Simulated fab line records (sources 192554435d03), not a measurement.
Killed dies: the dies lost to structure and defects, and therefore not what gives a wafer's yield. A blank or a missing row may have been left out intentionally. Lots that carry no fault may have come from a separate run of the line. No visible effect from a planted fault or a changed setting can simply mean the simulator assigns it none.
A lot that was struck, set against a sound lot ; flow n5Finfet ; 41 steps out of a route of 1938
Sound: wafers L905.4, L905.5, L905.6. Struck: wafer L912.3 (left out: L912.1, L912.4 of the same lot, which were not struck); the cause appears at the end.
Per side, at each step with rows, come the tool, then ch with its chambers, and then its first start. Under that, the readings that differ: sound wafers ; struck wafers ; difference of the means ; sigmas: that difference in standard deviations of wafers without a fault.
alike: readings whose means differ by less than 2 such deviations, and words and numbers that are the same on both sides. not compared: withheld readings, readings that some wafer has no value for, bounds like >300 that may hide the same value, and numbers for which the record gives no deviation and whose values overlap.
Wherever a step has rows on one side only, a row that says differs or no value, or a row with sigmas, the two part there. Numbers that don't overlap but have no deviation are shown without sigmas and don't part them. A reading that every wafer of one side lacks parts them only if that side has two wafers or more.

first, 9 steps without rows for these wafers: N5_BEOL_M4_ANNEAL_95 (time 240 s); N5_BEOL_M4_SPUTTER_96 (material Cu, target thk 4.5 nm, time 8.29 s); N5_BEOL_M4_ECD_50 (material Cu, target thk 300 nm); N5_BEOL_M4_ANNEAL_51 (time 90 s); N5_BEOL_M4_CMP_52 (polishes, stops on SiOC, t overpolish 6.8 s, target thk 40 nm); N5_BEOL_M4_PRE_CLEAN_60 (time 15 s); N5_BEOL_M4_CO_CAP_55 (material Co, precursor CCTBA/H2, target thk 2 nm, time 102.1 s); N5_BEOL_M4_PRE_CLEAN_56 (time 15 s); N5_BEOL_M4_DEP_57 (deposits SiCN from 3MS/NH3, target thk 8 nm, time 14 s).
N5_BEOL_M4_RC_MEAS_101:
  sound on prober-01 ch 0, day 8 23:05; struck on prober-01 ch 0, day 10 20:40
reading;sound;struck;difference;sigmas
VT_N (mV);252.8 255.6 253.1;248.4;-5.4;-2
  alike: DIBL_N, DIBL_P, IOFF_N, IOFF_P, ION_N, ION_P, SS_N, SS_P, VT_P
then, 24 steps without rows for these wafers: N5_BEOL_M5_ILD_DEP_00 (deposits SiCOH lowk from DEMS/porogen, target thk 140.64 nm, time 25.9 s); N5_BEOL_M5_CURE_79 (cures SiCOH lowk, time 240 s); N5_BEOL_M5_PECVD_70 (deposits SiO2 from TEOS/O2, target thk 16 nm, time 18 s); N5_BEOL_M5_HM_DEP_02 (deposits TiN, target thk 20 nm); N5_BEOL_M5_COAT_59 (time 60 s, resist thk 60 nm); N5_BEOL_M5_COAT_60 (time 60 s, resist thk 12 nm); N5_BEOL_M5_COAT_71 (time 60 s, resist thk 5 nm); N5_BEOL_M5_COAT_05 (resist thk 30 nm); N5_BEOL_M5_EBR_07; N5_BEOL_M5_SOFTBAKE_06 (time 60 s); N5_BEOL_M5_EXPOSE_08 (exposes mask M5, target cd 28 nm); N5_BEOL_M5_PEB_09 (peb time 60 s); N5_BEOL_M5_DEVELOP_10 (develop time 30 s); N5_BEOL_M5_DESCUM_16 (chemistry O2, time 7 s); N5_BEOL_M5_ETCH_72 (etches underlayer in N2/H2, target depth 6.5 nm, time 5.2 s); N5_BEOL_M5_ETCH_61 (etches SiARC in CF4, target depth 15.6 nm, time 26 s); N5_BEOL_M5_ETCH_62 (etches SOC in N2/H2, target depth 75 nm, overetch 15 nm, time 112.5 s); N5_BEOL_M5_STRIP_63 (strips in N2/H2); N5_BEOL_M5_STRIP_73 (strips in N2/H2); N5_BEOL_M5_STRIP_64 (strips in CF4); N5_BEOL_M5_HM_OPEN_17 (chemistry Cl2/BCl3, target TiN, target depth 20 nm, overetch 6 nm); N5_BEOL_M5_STRIP_19 (strips in O2); N5_BEOL_M5_COAT_65 (time 60 s, resist thk 60 nm); N5_BEOL_M5_COAT_66 (time 60 s, resist thk 12 nm).
-- the record jumps here: 2 days lie between the struck wafers' starts before and after (it left off in module BEOL_M5 and takes up again in module BEOL_M11, whose first step shown is number 1540 of the route) --
N5_BEOL_M11_HM_DEP_02: deposits TiN, target thk 20 nm.
  sound: pvdSputter-01 at day 11 03:33; struck: pvdSputter-01 at day 13 03:55
reading;sound;struck;difference;sigmas
model.TiN_of_BEOL_M11_HM_DEP_02.thkNm (nm);20.4 20.4 20.4;35.8;+15.4;
  alike: throttleValvePct
N5_BEOL_M11_HM_OPEN_17: chemistry Cl2/BCl3, target TiN, target depth 20 nm, overetch 6 nm.
  sound on rieMetal-03 ch 0,1, day 11 04:28; struck on rieMetal-03 ch 0, day 13 04:47
reading;sound;struck;difference;sigmas
model.etch.depthNm (nm);20.38 20.34 20.31;26.42;+6.08;
  alike: biasW, drypumpMotorCurrentA, mfcCl2Sccm, oesProductAu, throttleValvePct
  not compared: rfHoursCounterH
N5_BEOL_M11_VIA_ETCH_34: etches SiCOH lowk in C4F6/O2, target depth 184.5 nm, time 69.2 s.
  sound on rieDiel-05 ch 1,2,3, day 11 07:19; struck on rieDiel-03 ch 2, day 13 06:28
reading;sound;struck;difference;sigmas
oes_f_703_au (a.u.);0.67 0.74 0.70;0.88;+0.18;+2
oesProductAu (a.u.);0.68 0.74 0.70;0.33;-0.38;-4
rfHoursCounterH (h);- - -;42;no value on the sound wafers;
  alike: biasW, drypumpMotorCurrentA, rfVppV, showerheadPlenumPTorr, throttleValvePct
N5_BEOL_M11_TRENCH_ETCH_37: etches SiCOH lowk in C4F6/O2, target depth 148.83 nm, time 48 s.
  sound: rieDiel-05 ch 1,2,3; struck: rieDiel-03 ch 2
reading;sound;struck;difference;sigmas
oes_f_703_au (a.u.);0.68 0.74 0.71;0.89;+0.18;+2
rfHoursCounterH (h);- - -;42;no value on the sound wafers;
model.TiN_of_BEOL_M11_HM_DEP_02.thkNm (nm);16.2 16.2 16.4;31.8;+15.5;
  alike: biasW, drypumpMotorCurrentA, oesProductAu, rfVppV, showerheadPlenumPTorr, throttleValvePct
N5_BEOL_M11_OCD_MEAS_38:
  sound: ocd-02 at day 11 07:35; struck: ocd-02 at day 13 06:45
  not compared: trenchDepthNm
N5_BEOL_M11_CD_MEAS_35 targets a cd of 70 nm.
  sound: cdSem-01 at day 11 07:44; struck: cdSem-01 at day 13 06:54
  not compared: cdNm
N5_PASSIVATION_PROBE_49:
  sound: prober-01 at day 13 08:29; struck: prober-01 at day 15 01:07
reading;sound;struck;difference;sigmas
defectLimitedYield (%);91.3 91.2 91.5;0;-91;-65
killed_at_M4_up;7 14 11;1072;+1061;+99 or more
killedDies;103 104 100;1180;+1078;+67
killedOnRim;15 15 18;152;+136;+34
sort_bin_5_function (%);5.8 5.3 5.8;96.5;+90.9;+94
sortNPass;1077 1076 1080;0;-1078;-67
sortYieldPct (%);91.3 91.2 91.5;0;-91;-65
  alike: killed_at_M0_to_M3, killedAtContacts, killedAtFrontEnd, killedAtOther, killedOpen, killedShort, sort_bin_6_memory

## WHERE THEY PART
Earliest at N5_BEOL_M4_RC_MEAS_101; latest, in this record, at N5_PASSIVATION_PROBE_49.

WHY: what the simulator had put in
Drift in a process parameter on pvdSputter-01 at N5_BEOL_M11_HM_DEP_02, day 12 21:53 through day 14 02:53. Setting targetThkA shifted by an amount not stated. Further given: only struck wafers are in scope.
